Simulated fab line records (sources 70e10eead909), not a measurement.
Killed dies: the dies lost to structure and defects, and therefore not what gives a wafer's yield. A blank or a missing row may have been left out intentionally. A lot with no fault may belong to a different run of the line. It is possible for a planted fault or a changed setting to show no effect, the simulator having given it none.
Problem report in the 8D (eight disciplines) form, filled by code | flow nandHarc | the parts of the form that need people (team, actions taken, sign-off) are left out

1. THE ISSUE
At NHARC_A_ONON_D2_THK_MEAS_34, thkNm averages 231.7 nm over 4 wafers from 2 lots, while fault-free wafers read 200.4 nm, standard deviation 2.8. Measured from the usual mean, that is +11 standard deviations.
The step: measures by ellipsometry.
Earliest sighting: wafer L856.2 on filmMetro-02 at day 20 17:53. The record has a number at this step for 18 wafers belonging to 6 lots. The rule behind "out" and "out of limits": a value lying over 4 standard deviations away from the usual mean. The other wafers with a number count as sound.

2. WHAT IT IS, AND WHAT IT ISN'T
question                    | is                             | is not
which readings at this step | thkNm                          | -
which lots                  | L856, L858                     | L839, L843, L845, L860
which wafers of those lots  | L856.2, L856.4, L858.3, L858.4 | L856.1, L858.2
read on which gauges        | filmMetro-01, filmMetro-02     | -
when                        | from day 20 17:53              | up to then (10 sound wafers); but 4 sound wafers of L858, L860 came after

3. SUSPECTS, AND WHAT RULES EACH OUT
Counting: if a tool at a process step up to the reading ran every lot that is out, it stays a suspect. Sound lots after the first of them don't rule it out here, since some wafers of a struck lot are sound.
- the gauge at NHARC_A_ONON_D2_THK_MEAS_34 is ruled out. The wafers that are out were read on 2 gauges (filmMetro-01, filmMetro-02).
- pecvd-04 at NHARC_A_ONON_D2_DEP_33 (deposits SiO2, target thk 200 nm): kept. It processed each lot that is out (first: L856, day 20 17:28); up to then, its last sound lot is L843 (day 16 02:55). Its own readings are out on those wafers: mfcPrecursorSccm.
- The sound lot-mates ran in chamber 2 of pecvd-04 at NHARC_A_ONON_D2_DEP_33, but the wafers that are out ran in chamber 0.
Left after counting: pecvd-04 at NHARC_A_ONON_D2_DEP_33.

4. THE CAUSE (what the simulator had put in)
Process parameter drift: pecvd-04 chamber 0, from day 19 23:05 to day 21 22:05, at NHARC_A_ONON_D2_DEP_33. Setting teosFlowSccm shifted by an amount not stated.
This tool alone remained once counting was done.

5. SEQUENCE OF EFFECTS, ordered by route
Rows list readings where the struck wafers' mean (over those with a number) sits beyond 3 standard deviations from the usual. Scope: only readings with a usual standard deviation given in the record; hours: median across lots of the time from each lot's start at the first step in this table that gives one to its start at this step; sigmas: change in usual standard deviations.
hours | step                        | reading          | usual      | on struck wafers | change | sigmas
0     | NHARC_A_ONON_D2_DEP_33      | mfcPrecursorSccm | 161.4 sccm | 184.2            | +22.8  | +47
0     | NHARC_A_ONON_D2_THK_MEAS_34 | thkNm            | 200.4 nm   | 231.7            | +31.3  | +11
The process steps in it:
- NHARC_A_ONON_D2_DEP_33: deposits SiO2, target thk 200 nm.

6. HOW IT WOULD HAVE BEEN CAUGHT EARLIER
In this record the first reading out of limits at a measuring or inspecting step was taken at day 20 17:53, 19 hours after the fault began at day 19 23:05.
The tool's own readings at NHARC_A_ONON_D2_DEP_33 were out on every struck wafer that the step has a row for (mfcPrecursorSccm): an alarm limit on them would have fired on the first of those.
Of the lots that are out (2), L858 began NHARC_A_ONON_D2_DEP_33 on pecvd-04 after day 20 17:53. It would have been spared by a hold on the tool at that moment.
